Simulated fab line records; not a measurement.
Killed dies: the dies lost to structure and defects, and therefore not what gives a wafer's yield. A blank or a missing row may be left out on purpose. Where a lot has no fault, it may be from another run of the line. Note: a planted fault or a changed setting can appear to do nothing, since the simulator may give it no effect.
Chamber matching || flow n5Finfet || pecvd-03 running N5_GATE_CUT_HM_DEP_46: 3 sister chambers
The step deposits SiO2 from TEOS/O2, target thk 130 nm, time 26.6 s. 6 wafers are shown with their chamber, then 12 later ones without.

## EACH WAFER AND ITS CHAMBER
{"wafer": "L083.1", "chamber": 2, "throttleValvePct (%)": 19.0, "heaterPowerW (W)": 578}
{"wafer": "L083.2", "chamber": 0, "throttleValvePct (%)": 18.0, "heaterPowerW (W)": 388}
{"wafer": "L083.3", "chamber": 1, "throttleValvePct (%)": 18.1, "heaterPowerW (W)": 617}
{"wafer": "L083.4", "chamber": 2, "throttleValvePct (%)": 18.8, "heaterPowerW (W)": 576}
{"wafer": "L083.5", "chamber": 1, "throttleValvePct (%)": 17.9, "heaterPowerW (W)": 608}
{"wafer": "L083.6", "chamber": 0, "throttleValvePct (%)": 18.4, "heaterPowerW (W)": 401}

## WAFERS WITHOUT THEIR CHAMBER
{"wafer": "L084.2", "throttleValvePct (%)": 18.9, "heaterPowerW (W)": 572}
{"wafer": "L084.4", "throttleValvePct (%)": 18.0, "heaterPowerW (W)": 653}
{"wafer": "L084.6", "throttleValvePct (%)": 18.0, "heaterPowerW (W)": 454}
{"wafer": "L088.1", "throttleValvePct (%)": 18.9, "heaterPowerW (W)": 539}
{"wafer": "L088.4", "throttleValvePct (%)": 18.4, "heaterPowerW (W)": 370}
{"wafer": "L088.6", "throttleValvePct (%)": 18.3, "heaterPowerW (W)": 580}
{"wafer": "L093.1", "throttleValvePct (%)": 18.5, "heaterPowerW (W)": 370}
{"wafer": "L093.5", "throttleValvePct (%)": 18.1, "heaterPowerW (W)": 371}
{"wafer": "L093.6", "throttleValvePct (%)": 18.2, "heaterPowerW (W)": 672}
{"wafer": "L095.2", "throttleValvePct (%)": 18.5, "heaterPowerW (W)": 466}
{"wafer": "L095.3", "throttleValvePct (%)": 18.0, "heaterPowerW (W)": 344}
{"wafer": "L095.4", "throttleValvePct (%)": 18.3, "heaterPowerW (W)": 629}

## CHAMBER TAKEN BY EACH
{"wafer": "L084.2", "from the rows above": 2, "in truth": 2}
{"wafer": "L084.4", "from the rows above": 1, "in truth": 1}
{"wafer": "L084.6", "from the rows above": 0, "in truth": 0}
{"wafer": "L088.1", "from the rows above": 2, "in truth": 2}
{"wafer": "L088.4", "from the rows above": 0, "in truth": 0}
{"wafer": "L088.6", "from the rows above": 2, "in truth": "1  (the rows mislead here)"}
{"wafer": "L093.1", "from the rows above": 0, "in truth": 0}
{"wafer": "L093.5", "from the rows above": 0, "in truth": 0}
{"wafer": "L093.6", "from the rows above": 1, "in truth": 1}
{"wafer": "L095.2", "from the rows above": 0, "in truth": 0}
{"wafer": "L095.3", "from the rows above": 0, "in truth": 0}
{"wafer": "L095.4", "from the rows above": 1, "in truth": 1}
Correctly placed: 11 of 12. Left unplaced by these rows: 0. Wrongly placed: 1.
How it was worked out, from the rows above alone: a wafer's distance from a chamber is the root of the sum, over the readings, of the square of ((its reading less the chamber's mean) divided by the reading's scatter). The wafer belongs to the nearest chamber; if the next one is less than 2 further off, it can't be placed. For every chamber, the mean is computed from those of its wafers that are shown. The scatter: the root of (the sum of the squares of (reading less its chamber's mean) over the shown wafers, divided by (wafers less chambers)).
